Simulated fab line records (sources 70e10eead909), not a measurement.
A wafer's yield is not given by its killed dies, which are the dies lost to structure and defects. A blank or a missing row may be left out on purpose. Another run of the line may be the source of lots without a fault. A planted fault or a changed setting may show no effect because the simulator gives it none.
Problem report, 8D (eight disciplines) form, completed by code ; flow nand harc ; the parts of the form that need people (team, actions taken, sign-off) are left out

1. WHAT WENT WRONG
Mean of oes product au at NHARC_A_CHANNEL_FILL_D1_ETCHBACK_19: 0.731 a.u. across 4 wafers in 3 lots; on wafers with no fault it is 1.000 a.u. (standard deviation 0.0067). Relative to the usual mean, that is a shift of -40 standard deviations.
The step: etches the open film in HBr/Cl2, target depth 5 nm, time 1.7 s.
First seen on wafer L859.1, day 12 09:19, on rie si-06. The record holds 43 wafers of 15 lots with a number at this step. Rule for "out", or "out of limits": more than 4 standard deviations from the usual mean. All remaining wafers that have a number are taken as sound.

2. WHAT IT IS; WHAT IT IS NOT
question;is;is not
which readings at this step;oes product au;drypump motor current A, throttle valve pct
which lots;L859, L861, L862;L853, L854, L857, L865, L868, L870, L871, L872, L873, L874, L875, L876
which wafers of those lots;L859.1, L859.5, L861.1, L862.5;L861.2, L861.4, L862.6
read on which tools;rie si-06;rie si-01, rie si-04
when;from day 12 09:19;"up to then (9 sound wafers); but 30 sound wafers of L861, L862, L865, L868, L870, L871, L872, L873, L874, L875, L876 came after"

3. SUSPECTS, AND WHAT RULES EACH OUT
Counting: a tool at a process step up to the reading stays a suspect if it ran every lot that is out. Sound lots after the first of them don't rule it out here, since some wafers of a struck lot are sound.
- rie si-06 at NHARC_A_CHANNEL_FILL_D1_ETCHBACK_19 (etches the open film in HBr/Cl2, target depth 5 nm, time 1.7 s): kept. Every lot that is out went through it, the first being L859 (day 12 09:19); the last sound lot it ran before that was L853 (day 10 12:23). On those wafers its own readings are out: oes product au.
After counting, what remains is rie si-06 at NHARC_A_CHANNEL_FILL_D1_ETCHBACK_19.

4. THE CAUSE (what the simulator had put in)
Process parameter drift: rie si-06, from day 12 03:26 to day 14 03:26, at NHARC_A_CHANNEL_FILL_D1_ETCHBACK_19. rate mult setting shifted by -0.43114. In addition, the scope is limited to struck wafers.
Counting left only this tool.

5. THE CHAIN OF EFFECTS, in route order
Each row: a reading whose mean over the struck wafers that have a number lies more than 3 standard deviations from the usual. Only readings whose record carries a usual standard deviation are examined. hours: median over the lots of the time between each lot's start at the first step of this table that gives one and its start at this step. sigmas: the change, counted in usual standard deviations.
hours;step;reading;usual;on struck wafers;change;sigmas
0;NHARC_A_CHANNEL_FILL_D1_ETCHBACK_19;oes product au;1.000 a.u.;0.731;-0.269;-40
Here are the process steps it includes:
- NHARC_A_CHANNEL_FILL_D1_ETCHBACK_19: etches the open film in HBr/Cl2, target depth 5 nm, time 1.7 s.

6. HOW IT WOULD HAVE BEEN CAUGHT EARLIER
In this record no reading fell out of limits until day 12 09:19, 6 hours after the fault had begun at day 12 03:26.
